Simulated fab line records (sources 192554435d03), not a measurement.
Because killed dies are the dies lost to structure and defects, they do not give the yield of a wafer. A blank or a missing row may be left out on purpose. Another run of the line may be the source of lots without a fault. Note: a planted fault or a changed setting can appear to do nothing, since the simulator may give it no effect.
A lot that was struck, set against a sound lot + flow n5Finfet + 38 steps out of a route of 1938
Sound: wafers L649.2, L649.4, L649.6. Struck: wafer L651.3 (left out: L651.5, L651.6 of the same lot, which were not struck); the cause appears at the end.
For every step that has rows: the tool of each side, followed by ch and its chambers, followed by its first start. Under that, the readings that differ: sound wafers + struck wafers + difference of the means + sigmas: that difference in standard deviations of wafers without a fault.
alike: a reading whose means differ by less than 2 such deviations, as well as words and numbers matching on both sides. not compared: withheld readings; readings where some wafer has no value; bounds like >300 that might hide an equal value; numbers whose values overlap and for which the record gives no deviation.
A row with sigmas, a row that says differs or no value, or rows on one side alone: a step with any of these is where the two part. When numbers do not overlap yet have no deviation, they are printed without sigmas and do not part them. Lack of a reading on every wafer of one side parts them only where that side has two or more wafers.

first, 9 steps without rows for these wafers: N5_MOL_CONTACT_COAG_PRE_CLEAN_142 (time 60 s); N5_MOL_CONTACT_COAG_SPUTTER_130 (material Co, target thk 47.5 nm); N5_MOL_CONTACT_COAG_PRECLEAN_125 (cleans in DIW, time 57.5 s); N5_MOL_CONTACT_COAG_SRD_126 (dry time 32 s); N5_MOL_CONTACT_COAG_CMP_23 (polishes, stops on SiO2, t overpolish 1.5 s, target thk 0 nm); N5_MOL_CONTACT_COAG_WET_ETCH_26 (target Co, target depth 13 nm); N5_MOL_CONTACT_COAG_WET_ETCH_116 (etches the open film in SC1-inhibited, target depth 4.6 nm, rinse time 30 s); N5_MOL_CONTACT_COAG_ALD_27 (deposits SiOC, target thk 17 nm, pulse time 1.5 s, time 2720 s); N5_MOL_CONTACT_COAG_CMP_28 (polishes, stops on SiNx, t overpolish 0.85 s, target thk 14.522 nm).
N5_MOL_CONTACT_COAG_ALD_123: deposits SiNx, target thk 5 nm, pulse time 1 s, purge time 2 s.
  sound on aldSin-03 ch 0,1,2, day 8 17:35; struck on aldSin-04 ch 1, day 9 01:45
| reading                                           | sound       | struck | difference | sigmas |
|---------------------------------------------------|-------------|--------|------------|--------|
| aldCycles                                         | 100 100 100 | 36     | -64        |        |
| model.SiNx_of_MOL_CONTACT_COAG_ALD_123.thkNm (nm) | 5 5 5       | 1.8    | -3.2       |        |
  alike: heaterPowerW, precursorPulseHeightRel
  not compared: sinceWetCleanH
then, 26 steps without rows for these wafers: N5_MOL_CONTACT_COAG_PECVD_31 (deposits SiO2 from TEOS/O2, target thk 46 nm, time 8.9 s); N5_MOL_CONTACT_COAG_COAT_75 (time 60 s, resist thk 60 nm); N5_MOL_CONTACT_COAG_COAT_76 (time 60 s, resist thk 10 nm); N5_MOL_CONTACT_COAG_COAT_77 (time 60 s, resist thk 10 nm); N5_MOL_CONTACT_COAG_COAT_78 (resist thk 40 nm); N5_MOL_CONTACT_COAG_EBR_80; N5_MOL_CONTACT_COAG_SOFTBAKE_79 (time 60 s); N5_MOL_CONTACT_COAG_EXPOSE_81 (exposes mask VG, defocus 0 nm); N5_MOL_CONTACT_COAG_PEB_82 (peb time 60 s); N5_MOL_CONTACT_COAG_DEVELOP_83 (develop time 30 s); N5_MOL_CONTACT_COAG_DESCUM_88 (chemistry O2, time 7 s); N5_MOL_CONTACT_COAG_ETCH_89 (etches underlayer in N2/H2, target depth 13 nm, time 10.4 s); N5_MOL_CONTACT_COAG_ETCH_90 (etches SiARC in CF4, target depth 13 nm, time 21.7 s); N5_MOL_CONTACT_COAG_ALD_131 (deposits SiO2, target thk 5 nm, pulse time 1 s, co reactant pulse time 1 s); N5_MOL_CONTACT_COAG_ETCHBACK_132 (etches SiO2 in CHF3, target depth 10 nm, time 6.7 s); N5_MOL_CONTACT_COAG_ETCH_91 (etches SOC in N2/H2, target depth 60 nm, overetch 21 nm, time 101.2 s); N5_MOL_CONTACT_COAG_STRIP_92 (strips in N2/H2); N5_MOL_CONTACT_COAG_STRIP_93 (strips in N2/H2); N5_MOL_CONTACT_COAG_ETCHBACK_135 (etches SiO2 in CHF3, target depth 25 nm, time 16.7 s); N5_MOL_CONTACT_COAG_STRIP_118 (strips in CHF3); N5_MOL_CONTACT_COAG_VIA_ETCH_46 (etches SiO2 in C4F6/O2, target depth 46 nm, overetch 9.2 nm, time 40 s); N5_MOL_CONTACT_COAG_STRIP_96 (strips in N2/H2); N5_MOL_CONTACT_COAG_ETCH_47 (etches SiNx in CH3F/O2, stops on W, target depth 27 nm); N5_MOL_CONTACT_COAG_STRIP_119 (strips in N2/H2, time 30 s); N5_MOL_CONTACT_COAG_PRECLEAN_144 (cleans in alkaline clean, time 60 s); N5_MOL_CONTACT_COAG_SRD_145 (time 30 s).
N5_MOL_CONTACT_COAG_ETCH_124: etches SiNx in CH3F/O2, stops on SiOC, target depth 6.5 nm.
  sound on rieDiel-01 ch 0,2,3, day 8 21:39; struck on rieDiel-06 ch 0, day 9 04:59
| reading                      | sound             | struck | difference | sigmas |
|------------------------------|-------------------|--------|------------|--------|
| O2_flow_sccm (sccm)          | 20.04 20.00 20.02 | 19.89  | -0.13      | -2     |
| oesProductAu (a.u.)          | 0.80 0.73 0.86    | 0.45   | -0.35      | -4     |
| showerheadPlenumPTorr (Torr) | 1.97 1.95 1.96    | 2.12   | +0.16      | +2     |
| model.etch.depthNm (nm)      | 5.039 5.03 5.054  | 1.792  | -3.249     |        |
  alike: drypumpMotorCurrentA, oes_f_703_au, rfVppV, throttleValvePct
  not compared: rfHoursCounterH
-- a jump in the record: the struck wafers' starts before and after are 3 days apart (it breaks off in module MOL_CONTACT_COAG and resumes in module BEOL_M4, where the first step shown is number 1111 of the route) --
N5_BEOL_M4_RC_MEAS_101:
  sound on prober-02 ch 0, day 11 21:48; struck on prober-01 ch 0, day 11 23:13
| reading   | sound             | struck | difference | sigmas |
|-----------|-------------------|--------|------------|--------|
| VT_N (mV) | 244.1 246.5 242.8 | 250.0  | +5.5       | +2     |
  alike: DIBL_N, DIBL_P, IOFF_N, IOFF_P, ION_N, ION_P, SS_N, SS_P, VT_P

WHERE THEY PART
First at N5_MOL_CONTACT_COAG_ETCH_124; last, within this record, at N5_BEOL_M4_RC_MEAS_101.

WHY: what had been put in by the simulator
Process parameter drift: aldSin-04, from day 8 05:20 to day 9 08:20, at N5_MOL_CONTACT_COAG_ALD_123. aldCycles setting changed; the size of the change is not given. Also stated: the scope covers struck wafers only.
